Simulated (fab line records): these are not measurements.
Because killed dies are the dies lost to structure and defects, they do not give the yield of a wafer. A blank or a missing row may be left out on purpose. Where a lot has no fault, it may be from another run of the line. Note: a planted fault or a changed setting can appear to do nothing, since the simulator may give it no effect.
Which tool was responsible?    flow n5Finfet    10 lots, 30 wafers sampled, at 4 steps of a route of 1938

## WHAT EACH GAUGE READ, for each wafer
N5_FIN_SAQP_OVL_MEAS_17.
lot   measured     on          FIN_CORE_OVL (nm)
L346  day 2 11:08  overlay-02  -0.9 0.5 -1.0
L347  day 2 11:20  overlay-02  -0.5 -0.8 -0.7
L349  day 2 22:43  overlay-01  -1.0 0.6 0.4
L350  day 3 04:26  overlay-01  0.1 0.2 -0.7
L353  day 3 22:13  overlay-01  -0.8 -1.0 -0.8
L356  day 4 16:02  overlay-02  -0.9 -1.8 -1.1
L357  day 4 21:53  overlay-01  -1.2 0.1 0.4
L366  day 7 03:55  overlay-02  -1.3 -1.6 -0.4
L367  day 7 10:28  overlay-02  -0.4 -0.1 -1.2
L368  day 7 16:16  overlay-01  0.3 0.0 -0.3

## WHICH TOOL RAN EACH LOT (tool, then ch and the chambers of the sampled wafers, then the start)
lot   N5_PMOS_HMC_CHANNEL_EPI_FIN_RECESS_16  N5_PMOS_HMC_CHANNEL_EPI_EPI_26  N5_FIN_SAQP_ALD_61
L346  rieSi-06 ch 0,2,3, day 2 06:01         epiRpcvd-03 ch 0, day 2 08:51   aldSin-04 ch 2,3, day 2 09:51
L347  rieSi-05 ch 1,2, day 2 06:42           epiRpcvd-01 ch 0, day 2 09:25   aldSin-04 ch 0,1,3, day 2 10:01
L349  rieSi-06 ch 1,2,3, day 2 18:46         epiRpcvd-03 ch 0, day 2 20:40   aldSin-03 ch 1,2, day 2 21:24
L350  rieSi-06 ch 0,1,2, day 3 00:13         epiRpcvd-04 ch 0, day 3 02:33   aldSin-02 ch 0,1,2, day 3 03:03
L353  rieSi-06 ch 0,2,3, day 3 17:54         epiRpcvd-01 ch 0, day 3 19:58   aldSin-04 ch 0,3, day 3 20:20
L356  rieSi-06 ch 0,1,2, day 4 11:53         epiRpcvd-04 ch 0, day 4 14:15   aldSin-03 ch 0,1,3, day 4 14:43
L357  rieSi-06 ch 2,3, day 4 18:11           epiRpcvd-01 ch 0, day 4 20:07   aldSin-03 ch 0,2,3, day 4 20:45
L366  rieSi-02 ch 0,1,3, day 6 23:50         epiRpcvd-04 ch 0, day 7 01:45   aldSin-03 ch 0,1, day 7 02:41
L367  rieSi-05 ch 0,1,2, day 7 05:49         epiRpcvd-04 ch 0, day 7 08:08   aldSin-03 ch 1,3, day 7 09:14
L368  rieSi-05 ch 1,3, day 7 12:43           epiRpcvd-04 ch 0, day 7 14:42   aldSin-04 ch 2,3, day 7 15:09
- N5_PMOS_HMC_CHANNEL_EPI_FIN_RECESS_16: chemistry HBr/Cl2, target Si, target depth 54 nm, time 18 s.
- N5_PMOS_HMC_CHANNEL_EPI_EPI_26: deposits Si from SiH4/H2, target thk 3.8 nm, time 22.7 s.
- N5_FIN_SAQP_ALD_61: deposits SiO2, target thk 4 nm, pulse time 1 s, purge time 2 s.

## THE ANSWER, worked out from the rows above alone
Rule: usual is defined by the lots themselves. Put in order of their means at a reading, lots are off if they are a third of the lots or fewer, leave a main group of 4 or more, and stand apart from it by a gap of 3 or more times the standard deviation of the main group's means; of several such gaps the widest counts. The tables above print the reading to a certain number of digits; a main group whose means all agree to those digits is not used. Also off: a lot with no number at a reading for which 4 or more lots have one. Where the step has rows for the other lots, those lots are counted as sound.
Across all readings shown, no lot is off: no conclusion can be drawn from this.

## WHAT HAD BEEN PUT IN BY THE SIMULATOR
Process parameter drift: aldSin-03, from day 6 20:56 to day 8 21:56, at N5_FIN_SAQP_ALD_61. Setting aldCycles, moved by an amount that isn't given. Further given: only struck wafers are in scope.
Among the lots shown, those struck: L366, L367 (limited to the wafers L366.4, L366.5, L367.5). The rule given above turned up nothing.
